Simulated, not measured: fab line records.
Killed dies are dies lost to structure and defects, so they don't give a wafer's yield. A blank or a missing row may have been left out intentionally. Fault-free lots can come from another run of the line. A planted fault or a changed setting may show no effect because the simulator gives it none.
fab line records :: flow n5Finfet
[record]
  lots = 3
  wafers = 8
  lastDay = 15
route steps=1938 shown DUMMY_REMOVAL@377 HKMG_FIN@385 BEOL_M4@1111 PASSIVATION@1936
lots with no fault: from the same line, run without faults
startH: hours from the record's opening day to when the first of the lot's shown wafers began :: waitH: hours from the lot's prior step to this one :: " the same as in the row above :: L1.1+2: a single row standing in for several wafers :: - no value present, or no start provided :: * or withheld: withheld :: < > ~ a bound
route shown NAME@n: names a module that has steps shown in the file, with the first one's number in the route :: usual: mean/standard deviation taken from wafers without a fault :: same: alike in all rows :: chamber/n: place in a boat :: sites: per-site readings :: _std_site: their standard deviation :: _edge_site: inner sites' mean taken away from outer sites' mean :: radiusMm: for every site, how far away it sits from the centre of the wafer :: mask NAME#n: copy n :: behind: the most recent tool/chamber to have shaped the wafer :: hold: what put the lot on hold/how long, in hours/how the hold closed :: device: which transistor (n, p or np) failed to switch :: end of line: tests of these same wafers at the route's end :: a step given without rows: its recipe and nothing more :: killed: the dies lost at the first sort to structure and to defects; this is not the yield of the wafer :: map: dies across one wafer; x = killed, . = not, _ = none there
set.NAME: the setting the step ran with; set.NAME@STEP: the setting that earlier step ran with :: model.NAME: the simulator's own value behind a step, which no gauge read
lots at some steps of the route; a table a step, a row a wafer
services: the hour from which a tool's chamber was out of use, counted from the record's first day as startH (under 0 if before that day), plus the number of hours and why
[[steps]]
[step N5_DUMMY_REMOVAL_HM_STRIP_01]
[recipe]
  chemistry = CH3F/O2
  material = SiNx
  targetDepthA = 40
  stopOn = poly-Si
  timeS = 6.8
  overEtchFrac = 0.3
  ionEnergyEv = 60
  powerW = 410
  biasW = 29
  Ar_flow_sccm = 150
  CH3F_flow_sccm = 30
  O2_flow_sccm = 20
[step N5_DUMMY_REMOVAL_STRIP_10]
[recipe]
  chemistry = N2/H2
  timeS = 40
  powerW = 100
  tempC = 40
  pressureMtorr = 100
  rfFrequencyHz = 6e+07
  biasPowerW = 3
  n2FlowSccm = 300
  h2FlowSccm = 300
[step N5_DUMMY_REMOVAL_PRECLEAN_07]
[recipe]
  chemistry = dHF
  timeS = 30
  tempC = 25
  dilution = withheld
[step N5_DUMMY_REMOVAL_DUMMY_REMOVE_02]
[recipe]
  chemistry = TMAH
  tempC = 70
  target = poly-Si
  stopOn = SiO2
  targetDepthNm = 142
  concWtPct = 5
  timeS = 57
  dry = ipaMarangoni
  rinseTimeS = 30
  rinseTempC = 23
[step N5_DUMMY_REMOVAL_PRECLEAN_08]
[recipe]
  chemistry = NF3:NH3
  afsCycles = 2
  tempC = 30
  timeS = 20
  sublimationTempC = 180
  sublimationTimeS = 60
  pressureTorr = 3
  rfPowerW = 30
[step N5_DUMMY_REMOVAL_PRECLEAN_04]
[recipe]
  chemistry = DHF
  timeS = 37
  tempC = 25
  dilution = 500:1
[step N5_DUMMY_REMOVAL_SRD_05]
[recipe]
  dry = ipaMarangoni
  doPpb = 5
  timeS = 30
  tempC = 23
  rinseLiquid = diw
[step N5_HKMG_FIN_IL_REGROW_00]
[recipe]
  material = SiO2
  targetThkA = 7.5
  chemistry = O3
  tempC = withheld
  timeS = 30
[step N5_HKMG_FIN_HK_ALD_01]
[recipe]
  material = HfO2
  targetThkA = 16
  tempC = withheld
  aldPrecursorFamily = HfCl4
  aldCoReactant = H2O
  pulseTimeS = 3
  purgeTimeS = 3
  coReactantPurgeTimeS = 2.5
  coReactantPulseTimeS = 0.3
  aldCycles = 30
[step N5_HKMG_FIN_HK_ANNEAL_02]
[recipe]
  tempC = 700
  timeS = 30
  ambient = N2
  idleTempC = 600
  rampUpCPerS = 150
  rampDownCPerS = 60
  coolToC = 600
[step N5_HKMG_FIN_ALD_74]
[recipe]
  material = La2O3
  targetThkA = 5
  tempC = 250
  aldPrecursorFamily = La-Cp
  aldCoReactant = O3
  pulseTimeS = 6
  coReactantPulseTimeS = 1
  purgeTimeS = 3
  coReactantPurgeTimeS = 3
[usual]
  heaterPowerW = 346/33
  precursorPulseHeightRel = 0.999/0.02
lot.wafer: L224.4
tool: aldHk-02
chamber: 0
startH: 70.59
waitH: 0.1
heaterPowerW: 383
precursorPulseHeightRel: 0.956

lot.wafer: L224.5
tool: aldHk-02
chamber: 1
startH: 70.59
waitH: 0.1
heaterPowerW: 350
precursorPulseHeightRel: 0.993

lot.wafer: L224.6
tool: aldHk-02
chamber: 2
startH: 70.59
waitH: 0.1
heaterPowerW: 353
precursorPulseHeightRel: 1.029

lot.wafer: L236.1
tool: aldHk-02
chamber: 0
startH: 144.55
waitH: 0.2
heaterPowerW: 378
precursorPulseHeightRel: 1.000

lot.wafer: L236.6
tool: aldHk-02
chamber: 3
startH: 144.55
waitH: 0.2
heaterPowerW: 321
precursorPulseHeightRel: 0.994

lot.wafer: L242.1
tool: aldHk-03
chamber: 3
startH: 184.82
waitH: 0.2
heaterPowerW: 342
precursorPulseHeightRel: 0.955

lot.wafer: L242.5
tool: aldHk-03
chamber: 3
startH: 184.82
waitH: 0.2
heaterPowerW: 338
precursorPulseHeightRel: 0.994

lot.wafer: L242.6
tool: aldHk-03
chamber: 2
startH: 184.82
waitH: 0.2
heaterPowerW: 305
precursorPulseHeightRel: 1.000
[step N5_HKMG_FIN_ALD_75]
[recipe]
  material = Al2O3
  targetThkA = 10
  tempC = 150
  aldPrecursorFamily = TMA
  aldCoReactant = H2O
  pulseTimeS = withheld
  coReactantPulseTimeS = 1
[step N5_HKMG_FIN_COAT_41]
[recipe]
  resist = SOC
  tempC = 250
  timeS = 60
  spinRpm = 1500
  resistThkNm = 300
[step N5_HKMG_FIN_COAT_42]
[recipe]
  resist = SiARC
  tempC = 220
  timeS = 60
  spinRpm = 1500
  resistThkNm = 35
[step N5_HKMG_FIN_COAT_43]
[recipe]
  resist = CAR-ArF
  spinRpm = 1500
  resistThkNm = 90
[step N5_HKMG_FIN_EBR_45]
[recipe]
  solvent = PGMEA
  ebrWidthMm = 1.5
[step N5_HKMG_FIN_SOFTBAKE_44]
[recipe]
  tempC = 110
  timeS = 60
  resist = CAR-ArF
[step N5_HKMG_FIN_EXPOSE_46]
[recipe]
  maskId = NDIPOLE
  na = 1.35
  sourceShape = conventional
  sigmaOuter = 0.8
  polarization = unpolarized
  doseMj = 40
[step N5_HKMG_FIN_PEB_47]
[recipe]
  pebTempC = withheld
  pebTimeS = 60
  resist = CAR-ArF
[step N5_HKMG_FIN_DEVELOP_48]
[recipe]
  developTimeS = 30
  developer = TMAH
  resist = CAR-ArF
  rinseLiquid = diw
  dry = airSpin
  devTempC = 23
[step N5_HKMG_FIN_DESCUM_53]
[recipe]
  chemistry = O2
  timeS = 7.9
  sourcePowerW = 50
  biasPowerW = 20
  pressureMtorr = 20
  rfFrequencyHz = 2.712e+07
  tempC = 40
  resist = CAR-ArF
  o2FlowSccm = 225
[step N5_HKMG_FIN_ETCH_54]
[recipe]
  chemistry = CF4
  target = SiARC
  targetDepthA = 455
  maskMaterial = CAR-ArF
  timeS = 75.8
  ionEnergyEv = 80
  pressureMtorr = 40
  sourceW = 545
  biasW = 36
  Ar_flow_sccm = 100
  cf4FlowSccm = 100
  ends = cleared
[step N5_HKMG_FIN_ETCH_55]
[recipe]
  chemistry = N2/H2
  target = SOC
  targetDepthA = 2400
  tempC = 40
  timeS = 300
  ionEnergyEv = 200
  maskMaterial = SiARC
  pressureMtorr = 30
  sourceW = 840
  biasW = 150
  n2FlowSccm = 200
  h2FlowSccm = 200
[step N5_HKMG_FIN_STRIP_56]
[recipe]
  chemistry = N2/H2
  tempC = 40
  n2FlowSccm = 200
  h2FlowSccm = 200
  rfFrequencyHz = 6e+07
[step N5_HKMG_FIN_STRIP_57]
[recipe]
  chemistry = CF4
  resist = SiARC
  powerW = 300
  biasPowerW = 75
  pressureMtorr = 50
  cf4FlowSccm = 150
  rfFrequencyHz = 6e+07
[step N5_HKMG_FIN_ETCH_58]
[recipe]
  chemistry = N2/H2
  target = SOC
  targetDepthA = 2158
  ionEnergyEv = 50
  biasW = 13
  timeS = 741
  pressureMtorr = 30
  sourceW = 875
  n2FlowSccm = 200
  h2FlowSccm = 200
[step N5_HKMG_FIN_STRIP_93]
[recipe]
  chemistry = N2/H2
  material = SOC
  timeS = 20
  powerW = 500
  tempC = 40
  pressureMtorr = 50
  rfFrequencyHz = 6e+07
  biasPowerW = 8
  h2Frac = 0.5
  n2FlowSccm = 300
  h2FlowSccm = 300
[step N5_HKMG_FIN_WET_ETCH_76]
[recipe]
  chemistry = dNH4OH
  mix = 1:50
  tempC = 25
  target = Al2O3
  stopOn = La2O3
  targetDepthNm = 2.25
  dry = ipaMarangoni
  rinseTimeS = 30
  rinseTempC = 23
[step N5_HKMG_FIN_STRIP_60]
[recipe]
  chemistry = N2/H2
  powerW = 2500
  tempC = 300
  h2Frac = 0.65
  timeS = 360
  pressureMtorr = withheld
  n2FlowSccm = 1750
  h2FlowSccm = 3250
[step N5_HKMG_FIN_WET_ETCH_77]
[recipe]
  chemistry = dHCl
  mix = 1:10000
  tempC = 25
  target = La2O3
  stopOn = HfO2
  targetDepthNm = 2
[step N5_HKMG_FIN_WET_ETCH_78]
[recipe]
  chemistry = dNH4OH
  mix = 1:50
  tempC = 25
  target = Al2O3
  stopOn = La2O3
  targetDepthNm = 4.5
  dry = ipaMarangoni
  rinseTimeS = 30
  rinseTempC = 23
[step N5_HKMG_FIN_ALD_79]
[recipe]
  material = TiN
  targetThkA = 15
  tempC = 400
  aldPrecursorFamily = TiCl4
  aldCoReactant = NH3
  pulseTimeS = 1
  purgeTimeS = 3
  coReactantPurgeTimeS = 2
  coReactantPulseTimeS = 2
  aldCycles = 68
  pressureTorr = 3
[step N5_HKMG_FIN_CVD_62]
[recipe]
  material = a-Si
  targetThkA = 30
  tempC = 500
  precursor = Si2H6
  pressureTorr = 1
  timeS = 20.8
[step N5_HKMG_FIN_RTA_80]
[recipe]
  tempC = withheld
  timeS = 2
  ambient = N2
  idleTempC = 600
  rampUpCPerS = 150
  rampDownCPerS = 60
  coolToC = 600
[step N5_HKMG_FIN_PRECLEAN_64]
[recipe]
  chemistry = dHF
  timeS = 30
  tempC = 25
  dilution = withheld
[step N5_HKMG_FIN_WET_ETCH_65]
[recipe]
  chemistry = TMAH
  tempC = 70
  concWtPct = 5
  target = a-Si
  stopOn = TiN
  timeS = 49
  targetDepthNm = 3
[step N5_HKMG_FIN_WET_ETCH_81]
[recipe]
  chemistry = SC1
  target = TiN
  stopOn = HfO2
  mix = 1:1:5
  tempC = 60
  timeS = 57
  targetDepthNm = 6
[step N5_BEOL_M4_RC_MEAS_101]
[usual]
  DIBL_N = 36.0/1.7
  DIBL_P = 35.8/2
  IOFF_N = 0.15/0.03
  IOFF_P = 0.20/0.037
  IOFF_P_85C = 3.5/0.53
  IOFF_P_LIN = 0.097/0.014
  IOFF_P_LONG = 0.000104/8.6e-06
  ION_N = 670/12
  ION_P = 460/7.2
  SS_N = 71.5/0.68
  SS_P = 73.2/0.65
  VT_N = 250/3.1
  VT_N_LVT = 99/3
  VT_P = -251/3.4
  VT_P_LONG = -275.3/3
lot.wafer: L224.4
tool: prober-01
chamber: 0
startH: 178.56
waitH: 0.5
DIBL_N[mV/V]: 37.1
DIBL_P[mV/V]: 37.2
IOFF_N[nA/um]: 0.18
IOFF_P[nA/um]: 0.23
IOFF_P_85C[nA/um]: 3.9
IOFF_P_LIN[nA/um]: 0.109
IOFF_P_LONG[nA/um]: 0.000109
ION_N[uA/um]: 689
ION_P[uA/um]: 468
SS_N[mV/dec]: 71.3
SS_P[mV/dec]: 73.4
VT_N[mV]: 246
VT_N_LVT[mV]: 96
VT_P[mV]: -247
VT_P_LONG[mV]: -274.1

lot.wafer: L224.5
tool: prober-01
chamber: 0
startH: 178.56
waitH: 0.5
DIBL_N[mV/V]: 37.3
DIBL_P[mV/V]: 37.3
IOFF_N[nA/um]: 0.18
IOFF_P[nA/um]: 0.23
IOFF_P_85C[nA/um]: 3.9
IOFF_P_LIN[nA/um]: 0.107
IOFF_P_LONG[nA/um]: 0.00011
ION_N[uA/um]: 673
ION_P[uA/um]: 456
SS_N[mV/dec]: 71.4
SS_P[mV/dec]: 73.2
VT_N[mV]: 249
VT_N_LVT[mV]: 96
VT_P[mV]: -250
VT_P_LONG[mV]: -271.6

lot.wafer: L224.6
tool: prober-01
chamber: 0
startH: 178.56
waitH: 0.5
DIBL_N[mV/V]: 37.1
DIBL_P[mV/V]: 37.4
IOFF_N[nA/um]: 0.19
IOFF_P[nA/um]: 0.25
IOFF_P_85C[nA/um]: 4.1
IOFF_P_LIN[nA/um]: 0.115
IOFF_P_LONG[nA/um]: 0.000112
ION_N[uA/um]: 684
ION_P[uA/um]: 471
SS_N[mV/dec]: 71.3
SS_P[mV/dec]: 73.9
VT_N[mV]: 245
VT_N_LVT[mV]: 96
VT_P[mV]: -249
VT_P_LONG[mV]: -273.9

lot.wafer: L236.1
tool: prober-02
chamber: 0
startH: 237.96
waitH: 0.0
DIBL_N[mV/V]: 34.8
DIBL_P[mV/V]: 35.7
IOFF_N[nA/um]: 0.13
IOFF_P[nA/um]: 0.72
IOFF_P_85C[nA/um]: 10.4
IOFF_P_LIN[nA/um]: 0.357
IOFF_P_LONG[nA/um]: 0.000316
ION_N[uA/um]: 672
ION_P[uA/um]: 517
SS_N[mV/dec]: 71.4
SS_P[mV/dec]: 73.5
VT_N[mV]: 251
VT_N_LVT[mV]: 140
VT_P[mV]: -213
VT_P_LONG[mV]: -239.0

lot.wafer: L236.6
tool: prober-02
chamber: 0
startH: 237.96
waitH: 0.0
DIBL_N[mV/V]: 35.1
DIBL_P[mV/V]: 35.4
IOFF_N[nA/um]: 0.15
IOFF_P[nA/um]: 0.19
IOFF_P_85C[nA/um]: 3.4
IOFF_P_LIN[nA/um]: 0.095
IOFF_P_LONG[nA/um]: 0.000112
ION_N[uA/um]: 677
ION_P[uA/um]: 462
SS_N[mV/dec]: 71.1
SS_P[mV/dec]: 73.1
VT_N[mV]: 248
VT_N_LVT[mV]: 100
VT_P[mV]: -253
VT_P_LONG[mV]: -278.8

lot.wafer: L242.1
tool: prober-01
chamber: 0
startH: 274.39
waitH: 0.0
DIBL_N[mV/V]: 36.4
DIBL_P[mV/V]: 38.1
IOFF_N[nA/um]: 0.17
IOFF_P[nA/um]: 0.19
IOFF_P_85C[nA/um]: 3.2
IOFF_P_LIN[nA/um]: 0.087
IOFF_P_LONG[nA/um]: 9e-05
ION_N[uA/um]: 674
ION_P[uA/um]: 454
SS_N[mV/dec]: 71.5
SS_P[mV/dec]: 73.0
VT_N[mV]: 248
VT_N_LVT[mV]: 95
VT_P[mV]: -254
VT_P_LONG[mV]: -281.9

lot.wafer: L242.5
tool: prober-01
chamber: 0
startH: 274.39
waitH: 0.0
DIBL_N[mV/V]: 34.4
DIBL_P[mV/V]: 34.9
IOFF_N[nA/um]: 0.14
IOFF_P[nA/um]: 0.15
IOFF_P_85C[nA/um]: 2.7
IOFF_P_LIN[nA/um]: 0.075
IOFF_P_LONG[nA/um]: 9e-05
ION_N[uA/um]: 658
ION_P[uA/um]: 448
SS_N[mV/dec]: 70.8
SS_P[mV/dec]: 72.8
VT_N[mV]: 253
VT_N_LVT[mV]: 99
VT_P[mV]: -256
VT_P_LONG[mV]: -282.1

lot.wafer: L242.6
tool: prober-01
chamber: 0
startH: 274.39
waitH: 0.0
DIBL_N[mV/V]: 33.5
DIBL_P[mV/V]: 34.8
IOFF_N[nA/um]: 0.11
IOFF_P[nA/um]: 0.15
IOFF_P_85C[nA/um]: 2.6
IOFF_P_LIN[nA/um]: 0.073
IOFF_P_LONG[nA/um]: 8.5e-05
ION_N[uA/um]: 668
ION_P[uA/um]: 452
SS_N[mV/dec]: 70.2
SS_P[mV/dec]: 73.1
VT_N[mV]: 256
VT_N_LVT[mV]: 102
VT_P[mV]: -256
VT_P_LONG[mV]: -279.4
[step N5_PASSIVATION_PROBE_49]
[usual]
  defectLimitedYield = 91.4/1.5
  killed_at_M0_to_M3 = 32/9.8
  killed_at_M4_up = 15/5.6
  killedAtContacts = 12/5.4
  killedAtFrontEnd = 40/13
  killedAtOther = 3.0/2.1
  killedDies = 102/17
  killedOpen = 67/13
  killedShort = 32/7.1
  sort_bin_4_leakage = 0/0
  sort_bin_5_function = 5.1/0.96
  sort_bin_6_memory = 3.2/0.7
  sortNPass = 1078/18
  sortYieldPct = 91.3/1.5
[same]
  grossDies = 1180
  killedAtBackSide = 0
  sort_bin_8_speed[%] = 0
lot.wafer: L224.4
tool: prober-01
chamber: -
startH: 288.14
waitH: 0.2
defectLimitedYield[%]: 91.4
killed_at_M0_to_M3: 34
killed_at_M4_up: 22
killedAtContacts: 17
killedAtFrontEnd: 27
killedAtOther: 2
killedDies: 102
killedOpen: 63
killedShort: 36
sort_bin_4_leakage[%]: 0
sort_bin_5_function[%]: 4.9
sort_bin_6_memory[%]: 3.3
sortNPass: 1078
sortYieldPct[%]: 91.4

lot.wafer: L224.5
tool: prober-01
chamber: -
startH: 288.19
waitH: 0.2
defectLimitedYield[%]: 91.6
killed_at_M0_to_M3: 26
killed_at_M4_up: 23
killedAtContacts: 9
killedAtFrontEnd: 40
killedAtOther: 1
killedDies: 99
killedOpen: 63
killedShort: 35
sort_bin_4_leakage[%]: 0
sort_bin_5_function[%]: 5.6
sort_bin_6_memory[%]: 2.5
sortNPass: 1081
sortYieldPct[%]: 91.6

lot.wafer: L224.6
tool: prober-01
chamber: -
startH: 288.24
waitH: 0.3
defectLimitedYield[%]: 89.4
killed_at_M0_to_M3: 36
killed_at_M4_up: 14
killedAtContacts: 6
killedAtFrontEnd: 65
killedAtOther: 4
killedDies: 125
killedOpen: 72
killedShort: 50
sort_bin_4_leakage[%]: 0
sort_bin_5_function[%]: 6.2
sort_bin_6_memory[%]: 3.9
sortNPass: 1055
sortYieldPct[%]: 89.4

lot.wafer: L236.1
tool: prober-01
chamber: -
startH: 352.48
waitH: 0.0
defectLimitedYield[%]: 91.3
killed_at_M0_to_M3: 27
killed_at_M4_up: 7
killedAtContacts: 11
killedAtFrontEnd: 55
killedAtOther: 3
killedDies: 103
killedOpen: 64
killedShort: 36
sort_bin_4_leakage[%]: 69.75
sort_bin_5_function[%]: 5.1
sort_bin_6_memory[%]: 3.3
sortNPass: 254
sortYieldPct[%]: 21.5

lot.wafer: L236.6
tool: prober-01
chamber: -
startH: 352.73
waitH: 0.3
defectLimitedYield[%]: 87.7
killed_at_M0_to_M3: 56
killed_at_M4_up: 17
killedAtContacts: 14
killedAtFrontEnd: 54
killedAtOther: 4
killedDies: 145
killedOpen: 100
killedShort: 44
sort_bin_4_leakage[%]: 0
sort_bin_5_function[%]: 7.5
sort_bin_6_memory[%]: 4.4
sortNPass: 1035
sortYieldPct[%]: 87.7

lot.wafer: L242.1
tool: prober-01
chamber: -
startH: 370.25
waitH: 0.0
defectLimitedYield[%]: 90.7
killed_at_M0_to_M3: 47
killed_at_M4_up: 8
killedAtContacts: 6
killedAtFrontEnd: 47
killedAtOther: 2
killedDies: 110
killedOpen: 72
killedShort: 31
sort_bin_4_leakage[%]: 0
sort_bin_5_function[%]: 5.5
sort_bin_6_memory[%]: 3.2
sortNPass: 1070
sortYieldPct[%]: 90.7

lot.wafer: L242.5
tool: prober-01
chamber: -
startH: 370.45
waitH: 0.2
defectLimitedYield[%]: 90.6
killed_at_M0_to_M3: 28
killed_at_M4_up: 12
killedAtContacts: 10
killedAtFrontEnd: 54
killedAtOther: 7
killedDies: 111
killedOpen: 72
killedShort: 23
sort_bin_4_leakage[%]: 0
sort_bin_5_function[%]: 5.0
sort_bin_6_memory[%]: 3.5
sortNPass: 1069
sortYieldPct[%]: 90.6

lot.wafer: L242.6
tool: prober-01
chamber: -
startH: 370.50
waitH: 0.3
defectLimitedYield[%]: 92.3
killed_at_M0_to_M3: 29
killed_at_M4_up: 14
killedAtContacts: 6
killedAtFrontEnd: 38
killedAtOther: 4
killedDies: 91
killedOpen: 50
killedShort: 36
sort_bin_4_leakage[%]: 0
sort_bin_5_function[%]: 4.0
sort_bin_6_memory[%]: 3.3
sortNPass: 1089
sortYieldPct[%]: 92.3
// killed by level:class
L224.4 MOL_CONTACT_COAG:geometricParticle:open=13 BEOL_M0_SAQP:geometricParticle:open=11 FIN_SAQP:geometricParticle:short=8 BEOL_M0_SAQP:geometricParticle:short=7 BEOL_M4:geometricParticle:open=7 BEOL_M0:geometricParticle:open=5 BEOL_M4:geometricParticle:short=5 STI_FIN_REVEAL:geometricParticle:open=4
L224.5 BEOL_M4:geometricParticle:open=15 STI_FIN_REVEAL:geometricParticle:open=14 BEOL_M0_SAQP:geometricParticle:short=11 GATE_CUT:geometricParticle:short=6 MOL_CONTACT_COAG:geometricParticle:open=6 BEOL_M3:geometricParticle:open=6 BEOL_M0_SAQP:geometricParticle:open=4 BEOL_M4:geometricParticle:short=4
L224.6 FIN_SAQP:geometricParticle:short=19 STI_FIN_REVEAL:geometricParticle:open=16 BEOL_M0_SAQP:geometricParticle:open=11 FIN_SAQP:geometricParticle:open=8 STI_FIN_REVEAL:geometricParticle:short=7 BEOL_M4:geometricParticle:open=6 ILD0:geometricParticle:short=5 BEOL_M0_SAQP:geometricParticle:short=5
L236.1 FIN_SAQP:geometricParticle:open=16 STI_FIN_REVEAL:geometricParticle:open=11 FIN_SAQP:geometricParticle:short=8 MOL_CONTACT_COAG:geometricParticle:open=8 DUMMY_GATE:geometricParticle:open=8 BEOL_M0_SAQP:geometricParticle:short=6 BEOL_M0_SAQP:geometricParticle:open=4 BEOL_M2:geometricParticle:open=4
L236.6 STI_FIN_REVEAL:geometricParticle:open=16 BEOL_M2:geometricParticle:open=12 MOL_CONTACT_COAG:geometricParticle:open=11 BEOL_M3:geometricParticle:open=10 FIN_SAQP:geometricParticle:open=8 BEOL_M2:geometricParticle:short=8 BEOL_M0_SAQP:geometricParticle:short=7 BEOL_M0_SAQP:geometricParticle:open=7
L242.1 BEOL_M2:geometricParticle:open=19 FIN_SAQP:geometricParticle:open=8 STI_FIN_REVEAL:geometricParticle:open=8 FIN_SAQP:geometricParticle:short=7 BEOL_M0_SAQP:geometricParticle:short=6 HKMG_FIN:areaEtch=6 MOL_CONTACT_COAG:geometricParticle:open=5 BEOL_M0_SAQP:geometricParticle:open=5
L242.5 BEOL_M2:geometricParticle:open=11 STI_FIN_REVEAL:geometricParticle:open=10 MOL_CONTACT_COAG:geometricParticle:open=7 FIN_SAQP:geometricParticle:open=6 HKMG_FIN:areaEtch=6 DUMMY_GATE:geometricParticle:open=5 GATE_CUT:geometricParticle:short=5 GATE_CUT:geometricParticle:open=5
L242.6 BEOL_M2:geometricParticle:open=9 BEOL_M3:geometricParticle:open=9 FIN_SAQP:geometricParticle:short=5 FIN_SAQP:geometricParticle:open=4 ILD0:geometricParticle:open=4 BEOL_M0_SAQP:geometricParticle:short=4 DUMMY_GATE:geometricParticle:open=3 ILD0:geometricParticle:short=3
// map L236.6 (x killed, . not)
_________________........x...________________
______________.................._____________
___________.....x.............xx...__________
__________x...................x.x..._________
________.........x........x..........._______
_______x.................x.............______
______....x..x................x........._____
_____x..x.x................x..x..........____
____.........x.x..........x..x.....x..x..x___
___..........x........x..............x..x.x__
___..................x..x...........x...x.x__
__...x.............x......x......xx.x......._
__....x...x...x....x...............x....x.x._
_.........x.....x......x............x..xx..x.
_..x.....x.x..........x.......x..............
_....x.x.x........x............x.........x...
_..xx.x...........x....x.........x.xx.x......
_.x.x................x..x....................
_............x...x..x........x.............x.
_.x...x.........x......x..x.................x
_..............x.......x..........xx.......x.
__...x...x.........................xx.x....._
__.....x.......................x....x.....x._
___.........x....x...........x..........x..__
___.........x.....x...x..xx..............x.__
____.....x...x.x....x....x....x.......x.x.___
_____.....x.................x..........x.____
______.....x........x......x............_____
_______........x..x....................______
________x...........................x._______
__________...........x..xx...x..x..x_________
___________...x........x...........__________
______________......x...x......x_____________
_________________..........x.________________
// map L224.6 (x killed, . not)
_________________....x...x...________________
______________.x.......xx......._____________
___________.x..x...................__________
__________........x................._________
________.....x.....x.........x..x....._______
_______...x...x........................______
______.......x........x................._____
_____........x...x........x......x.......____
____.................xx.x...........x.....___
___..x........................x............__
___................x.........x.x.xx........__
__...................xx....x....x..........._
__x.......x............x....x..............._
_...........x.......x......x.....x...........
_...............x......x.........x...........
_..............................x.x.....x.....
_..x........................................x
_...............xx...........x.x..x.x........
_..x..xx.........x..x....x....x.......x......
_x.......x....x.......x.............x..xx....
_.........x...............x.....x..x.........
__..x.......x...x......x.....x.............._
__x...............x...........x............._
___........x.x.....................x..x.x..__
___.xx.......................x...........x.__
____....x.................................___
_____..x.....................x...........____
______...............x.....x...x......x._____
_______..xx........x.x..x.....x....x...______
________x..xxx.......x.x.x..x..x.x...._______
__________x.............x..........._________
___________..........x..x..........__________
______________..x.....x......x.._____________
_________________...x........________________
[[services]]
tool: aldHk-03
chamber: -
startH: 77.19
hours: 4.3
kind: pm

tool: aldHk-03
chamber: -
startH: 147.64
hours: 2.4
kind: repair

tool: aldHk-02
chamber: -
startH: 163.34
hours: 2.8
kind: pm
[[key]]
[firstSign]
  step = N5_BEOL_M4_RC_MEAS_101
  reading = IOFF_P_LONG
  direction = up
  sigmas = 25
  usual = 0.000104
  struck = 0.000316
[effect]
  step = N5_BEOL_M4_RC_MEAS_101
  reading = IOFF_P_LIN
  direction = up
  sigmas = 19
  usual = 0.097
  struck = 0.357
[effect]
  step = N5_BEOL_M4_RC_MEAS_101
  reading = IOFF_P
  direction = up
  sigmas = 14
  usual = 0.20
  struck = 0.72
[effect]
  step = N5_BEOL_M4_RC_MEAS_101
  reading = VT_N_LVT
  direction = up
  sigmas = 13
  usual = 99
  struck = 140
[effect]
  step = N5_BEOL_M4_RC_MEAS_101
  reading = IOFF_P_85C
  direction = up
  sigmas = 13
  usual = 3.5
  struck = 10.4
[effect]
  step = N5_BEOL_M4_RC_MEAS_101
  reading = VT_P_LONG
  direction = up
  sigmas = 12
  usual = -275.3
  struck = -239.0
[effect]
  step = N5_BEOL_M4_RC_MEAS_101
  reading = VT_P
  direction = up
  sigmas = 11
  usual = -251
  struck = -213
[effect]
  step = N5_BEOL_M4_RC_MEAS_101
  reading = ION_P
  direction = up
  sigmas = 8
  usual = 460
  struck = 517
[effect]
  step = N5_PASSIVATION_PROBE_49
  reading = sort_bin_4_leakage
  direction = up
  sigmas = 99+
  usual = 0
  struck = 69.75
metAt N5_HKMG_FIN_ALD_74
struckWafers L236.1
onsetBetween 70.59 144.55
[fault]
  kind = processParameterDrift
  tool = aldHk-02
  chamber = -
  onsetH = 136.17
  steps = N5_HKMG_FIN_ALD_74
  channel = targetThkA
  offset = *
  shape = step
  endH = 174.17
  scope = struckWafersOnly
  actsIn = *
  stated = *
